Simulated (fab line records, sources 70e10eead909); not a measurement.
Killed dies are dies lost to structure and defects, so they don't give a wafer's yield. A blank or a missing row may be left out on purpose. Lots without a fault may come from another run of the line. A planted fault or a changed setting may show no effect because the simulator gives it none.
A struck lot beside a sound one | flow nand_harc | 21 steps out of a route of 1159
Sound: wafers L308.1, L308.2, L308.6. Struck: wafers L322.1, L322.4, L322.5. The cause comes at the end.
At each step with rows: each side's tool, then ch and its chambers, then its first start. Under that, the readings that differ: sound wafers | struck wafers | difference of the means | sigmas: that difference in standard deviations of wafers without a fault.
alike: readings whose means differ by less than 2 such deviations, and words and numbers that are the same on both sides. not compared: withheld readings, readings that some wafer has no value for, bounds like >300 that may hide the same value, and numbers for which the record gives no deviation and whose values overlap.
The two part at a step that has a row with sigmas, a row that says differs or no value, or rows on one side only. Numbers that don't overlap but have no deviation are shown without sigmas and don't part them. A reading that every wafer of one side lacks parts them only if that side has two wafers or more.

first, 8 steps without rows for these wafers: NHARC_A_ZERO_WELL_HMDS_03 (time 30 s); NHARC_A_ZERO_WELL_COAT_18 (time 65 s); NHARC_A_ZERO_WELL_COAT_04 (resist thk 600 nm); NHARC_A_ZERO_WELL_SOFTBAKE_05 (time 70 s); NHARC_A_ZERO_WELL_EBR_06; NHARC_A_ZERO_WELL_EXPOSE_07 (exposes mask A ZERO); NHARC_A_ZERO_WELL_PEB_08 (peb time 80 s); NHARC_A_ZERO_WELL_DEVELOP_09 (time 50 s).
NHARC_A_ZERO_WELL_CD_MEAS_10: target cd 2000 nm.
  sound on cd_sem-03 ch 0, day 7 01:50; struck on cd_sem-01 ch 0, day 10 09:22
  alike: cd_nm
then, 1 step without rows for these wafers: NHARC_A_ZERO_WELL_HARDBAKE_11 (time 65 s).
NHARC_A_ZERO_WELL_DESCUM_12: chemistry O2, time 3 s.
  sound on rie_diel-12 ch 0,2,3, day 7 02:01; struck on rie_diel-12 ch 0,1, day 10 09:32
  alike: drypump_motor_current_A, oes_product_au, rf_vpp_V, showerhead_plenum_p_Torr, throttle_valve_pct
  not compared: rf_hours_counter_h
NHARC_A_ZERO_WELL_ETCH_19: etches the open film in N2/H2, target depth 80 nm, overetch 24 nm, time 87.88 s.
  sound on rie_diel-12 ch 0,1,3, day 7 02:05; struck on rie_diel-12 ch 0,2,3, day 10 09:37
  alike: drypump_motor_current_A, oes_product_au, rf_fwd_power_W, rf_vpp_V, showerhead_plenum_p_Torr, throttle_valve_pct
  not compared: rf_hours_counter_h
NHARC_A_ZERO_WELL_ETCH_13: etches the open film in HBr/Cl2, target depth 120 nm, time 40.1 s.
  sound on rie_si-06 ch 0,2, day 7 02:13; struck on rie_si-06 ch 0,1,3, day 10 09:46
  alike: drypump_motor_current_A, oes_product_au, rf_fwd_power_W, throttle_valve_pct
  not compared: rf_hours_counter_h
then, 4 steps without rows for these wafers: NHARC_A_ZERO_WELL_STRIP_14 (strips in SPM, time 900 s); NHARC_A_ZERO_WELL_IMPLANT_15; NHARC_A_ZERO_WELL_PRECLEAN_22 (cleans in SC1, time 60 s); NHARC_A_ZERO_WELL_SRD_23.
NHARC_A_ZERO_WELL_RTA_16: time 10 s.
  sound on rtp_anneal-01 ch 0, day 7 03:06; struck on rtp_anneal-01 ch 0, day 10 10:39
  alike: lamp_power_pct, lamp_zone_5_pct, lamp_zone_7_pct, wafer_temp_C_max
NHARC_A_ZERO_WELL_INSPECT_17:
  sound on defect_inspect-02, day 7 03:17; struck on defect_inspect-01, day 10 10:51
  reading          | sound   | struck         | difference | sigmas
  raw_defect_count | 20 7 10 | 1313 1331 1300 | +1302      | +99 or more
then, 1 step without rows for these wafers: NHARC_A_SOURCE_PLATE_PRECLEAN_00 (cleans in HF-LAST, time 60 s).
-- the record jumps here: 13 days lie between the struck wafers' starts before and after (it left off in module A_SOURCE_PLATE and takes up again in module END, whose first step shown is number 1159 of the route) --
NHARC_END_SORT_01:
  the record has rows for the struck wafers here (prober-01 ch 0, day 23 15:48) and none for the sound ones

WHERE THEY PART
First at NHARC_A_ZERO_WELL_INSPECT_17; last, within this record, at NHARC_END_SORT_01.

WHY: what the simulator had put in
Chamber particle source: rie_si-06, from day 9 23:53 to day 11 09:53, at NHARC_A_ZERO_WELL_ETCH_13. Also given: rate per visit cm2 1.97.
